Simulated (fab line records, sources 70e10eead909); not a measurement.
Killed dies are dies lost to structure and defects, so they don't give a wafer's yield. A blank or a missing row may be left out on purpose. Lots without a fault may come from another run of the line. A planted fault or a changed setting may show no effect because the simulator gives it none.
Which tool did it? | flow nand_harc | 11 lots, 33 wafers sampled, at 6 steps of a route of 1159

WHAT THE GAUGES READ, wafer by wafer
NHARC_A_BONDPAD_CD_MEAS_09: target cd 500 nm.
lot  | measured     | on        | cd_nm (nm)
L933 | day 18 03:32 | cd_sem-01 | 498.2 497.5 501.7
L932 | day 18 06:41 | cd_sem-03 | 500.9 500.4 500.8
L935 | day 18 14:09 | cd_sem-02 | 500.3 497.1 499.0
L934 | day 18 18:58 | cd_sem-01 | 500.5 497.9 500.9
L936 | day 18 19:12 | cd_sem-01 | 495.6 504.2 500.9
L941 | day 20 07:08 | cd_sem-03 | 497.7 498.3 497.0
L938 | day 20 07:39 | cd_sem-02 | 499.2 498.2 499.6
L942 | day 20 22:41 | cd_sem-02 | 503.7 501.1 498.9
L952 | day 23 15:15 | cd_sem-03 | 500.3 499.9 501.0
L950 | day 23 23:29 | cd_sem-03 | 496.2 503.6 500.6
L954 | day 24 03:29 | cd_sem-02 | 501.0 497.9 500.6

NHARC_END_SORT_01.
lot  | measured     | on        | defect_limited_yield (%) | killed_at_array | killed_at_other | killed_at_periphery | killed_dies | killed_open | killed_short | sort_bin_2_pct (%) | sort_bin_3_pct (%) | sort_bin_4_pct (%) | sort_n_pass | sort_rim_yield_pct (%) | sort_yield_pct (%)
L938 | day 24 14:04 | prober-01 | 20.8 94.5 21.0           | 534 30 535      | 1 0 0           | 1 7 0               | 536 37 535  | 1 4 3       | 1 0 0        | 34.3 1.8 30.6      | 6.65 0.15 9.60     | 38.3 3.5 38.8      | 141 640 142 | 19.8 94.3 22.6         | 20.8 94.5 21.0
L942 | day 25 04:38 | prober-02 | 93.8 20.7 22.9           | 41 535 518      | 0 1 1           | 1 1 3               | 42 537 522  | 1 3 3       | 4 1 1        | 1.8 35.5 34.3      | 0.89 7.24 7.98     | 3.5 36.6 34.9      | 635 140 155 | 95.3 22.6 22.6         | 93.8 20.7 22.9

WHICH TOOL RAN EACH LOT (tool, then ch and the chambers of the sampled wafers, then the start)
lot  | NHARC_A_BONDPAD_CMP_29        | NHARC_A_BONDPAD_PRE_CLEAN_26            | NHARC_A_BONDPAD_ANNEAL_28        | NHARC_HYBRID_BOND_ACTIVATE_00
L933 | cmp-02 ch 0,1,2, day 18 02:45 | pvd_sputter-02, day 18 05:29 or earlier | rtp_anneal-01 ch 0, day 18 05:29 | rie_diel-07 ch 0,1,2, day 18 06:25
L932 | cmp-04 ch 1,2,3, day 18 05:53 | pvd_sputter-01, day 18 08:43 or earlier | rtp_anneal-02 ch 0, day 18 08:43 | rie_diel-04 ch 0,1,3, day 18 09:34
L935 | cmp-04 ch 0,1,2, day 18 13:20 | pvd_sputter-01, day 18 16:04 or earlier | rtp_anneal-01 ch 0, day 18 16:04 | rie_diel-04 ch 1,2, day 18 17:01
L934 | cmp-04 ch 0,2,3, day 18 18:11 | pvd_sputter-02, day 18 20:58 or earlier | rtp_anneal-01 ch 0, day 18 20:58 | rie_diel-04 ch 0,2,3, day 18 21:50
L936 | cmp-02 ch 1,2,3, day 18 18:32 | pvd_sputter-01, day 18 21:20 or earlier | rtp_anneal-02 ch 0, day 18 21:20 | rie_diel-04 ch 0,2,3, day 18 22:17
L941 | cmp-04 ch 0,2,3, day 20 06:22 | pvd_sputter-01, day 20 09:05 or earlier | rtp_anneal-02 ch 0, day 20 09:05 | rie_diel-12 ch 1,2,3, day 20 10:03
L938 | cmp-04 ch 0,1, day 20 06:50   | pvd_sputter-01, day 20 09:41 or earlier | rtp_anneal-02 ch 0, day 20 09:41 | rie_diel-07 ch 0,1,3, day 20 18:30
L942 | cmp-04 ch 0,1, day 20 21:59   | pvd_sputter-02, day 21 00:43 or earlier | rtp_anneal-01 ch 0, day 21 00:43 | rie_diel-04 ch 0,2,3, day 21 04:17
L952 | cmp-01 ch 0,1,2, day 23 14:26 | pvd_sputter-03, day 23 17:12 or earlier | rtp_anneal-01 ch 0, day 23 17:12 | rie_diel-04 ch 0,1,2, day 23 18:08
L950 | cmp-01 ch 0,1, day 23 22:40   | pvd_sputter-02, day 24 01:48 or earlier | rtp_anneal-01 ch 0, day 24 01:48 | rie_diel-12 ch 0,3, day 24 02:36
L954 | cmp-04 ch 1,2,3, day 24 02:50 | pvd_sputter-03, day 24 05:24 or earlier | rtp_anneal-01 ch 0, day 24 05:24 | rie_diel-07 ch 1,2, day 24 06:21
- NHARC_A_BONDPAD_CMP_29: polishes SiCN, target thk 200 nm.
- NHARC_A_BONDPAD_PRE_CLEAN_26: time 30 s.
- NHARC_A_BONDPAD_ANNEAL_28: time 90 s.
- NHARC_HYBRID_BOND_ACTIVATE_00: chemistry N2, time 60 s.

WHAT THE TOOLS THEMSELVES READ (means of the sampled wafers that have a number; where no wafer has one, the mark that the record gives instead)
NHARC_A_BONDPAD_CMP_29.
lot  | tool   | motor_current_A (A) | slurry_filter_dp_kPa (kPa)
L933 | cmp-02 | 11.6                | 13.54
L932 | cmp-04 | 12.5                | 13.53
L935 | cmp-04 | 12.6                | 13.53
L934 | cmp-04 | 11.7                | 13.45
L936 | cmp-02 | 11.1                | 13.43
L941 | cmp-04 | 11.9                | 13.35
L938 | cmp-04 | 12.5                | 13.52
L942 | cmp-04 | 12.4                | 13.53
L952 | cmp-01 | 12.7                | 13.34
L950 | cmp-01 | 12.5                | 13.56
L954 | cmp-04 | 12.4                | 13.59

NHARC_A_BONDPAD_PRE_CLEAN_26.
lot  | tool           | heater_power_w (W)
L933 | pvd_sputter-02 | 398
L932 | pvd_sputter-01 | 394
L935 | pvd_sputter-01 | 364
L934 | pvd_sputter-02 | 387
L936 | pvd_sputter-01 | 383
L941 | pvd_sputter-01 | 371
L938 | pvd_sputter-01 | 366
L942 | pvd_sputter-02 | 388
L952 | pvd_sputter-03 | 426
L950 | pvd_sputter-02 | 384
L954 | pvd_sputter-03 | 401

NHARC_A_BONDPAD_ANNEAL_28.
lot  | tool          | wafer_temp_C_max
L933 | rtp_anneal-01 | 226.3
L932 | rtp_anneal-02 | 225.7
L935 | rtp_anneal-01 | 226.5
L934 | rtp_anneal-01 | 226.1
L936 | rtp_anneal-02 | 225.6
L941 | rtp_anneal-02 | 225.9
L938 | rtp_anneal-02 | 225.9
L942 | rtp_anneal-01 | 226.1
L952 | rtp_anneal-01 | 226.3
L950 | rtp_anneal-01 | 226.3
L954 | rtp_anneal-01 | 225.9

NHARC_HYBRID_BOND_ACTIVATE_00.
lot  | tool        | drypump_motor_current_A (A) | mfc_ar_sccm (sccm) | oes_product_au (a.u.) | rf_vpp_V (V) | showerhead_plenum_p_Torr (Torr)
L933 | rie_diel-07 | 5.8                         | 0.005              | 1.000                 | 64.2         | 1.74
L932 | rie_diel-04 | 5.6                         | 0.016              | 1.003                 | 63.2         | 1.74
L935 | rie_diel-04 | 5.2                         | 0.006              | 1.006                 | 64.9         | 1.82
L934 | rie_diel-04 | 5.7                         | 0.010              | 0.999                 | 64.8         | 1.78
L936 | rie_diel-04 | 5.7                         | 0.010              | 1.000                 | 64.9         | 1.78
L941 | rie_diel-12 | 6.0                         | 0.004              | 1.022                 | 64.2         | 1.82
L938 | rie_diel-07 | 5.6                         | 0.015              | 1.001                 | 63.7         | 1.75
L942 | rie_diel-04 | 5.7                         | 0.010              | 1.006                 | 64.7         | 1.78
L952 | rie_diel-04 | 5.2                         | 0.006              | 1.005                 | 64.1         | 1.76
L950 | rie_diel-12 | 5.9                         | 0.000              | 1.013                 | 64.0         | 1.77
L954 | rie_diel-07 | 5.6                         | 0.002              | 0.995                 | 64.2         | 1.78

THE ANSWER, worked out from the rows above alone
Rule: what is usual is taken from the lots themselves. Put in order of their means at a reading, lots are off if they are a third of the lots or fewer, leave a main group of 4 or more, and stand apart from it by a gap of 3 or more times the standard deviation of the main group's means; of several such gaps the widest counts. A main group whose means are all the same, to the digits that the tables above print for the reading, isn't used. A lot without any number at a reading at which 4 lots or more have one is off too. The other lots that the step has rows for count as sound. The gauges are gone through in route order, then the tools' own readings, and for those a lot's mean is taken as printed above. The first step at which some lot is off is used, and at that step the reading that is off furthest; a lot without a number counts as furthest.
No lot is off at any reading shown: from this, nothing can be told.

WHAT THE SIMULATOR HAD PUT IN
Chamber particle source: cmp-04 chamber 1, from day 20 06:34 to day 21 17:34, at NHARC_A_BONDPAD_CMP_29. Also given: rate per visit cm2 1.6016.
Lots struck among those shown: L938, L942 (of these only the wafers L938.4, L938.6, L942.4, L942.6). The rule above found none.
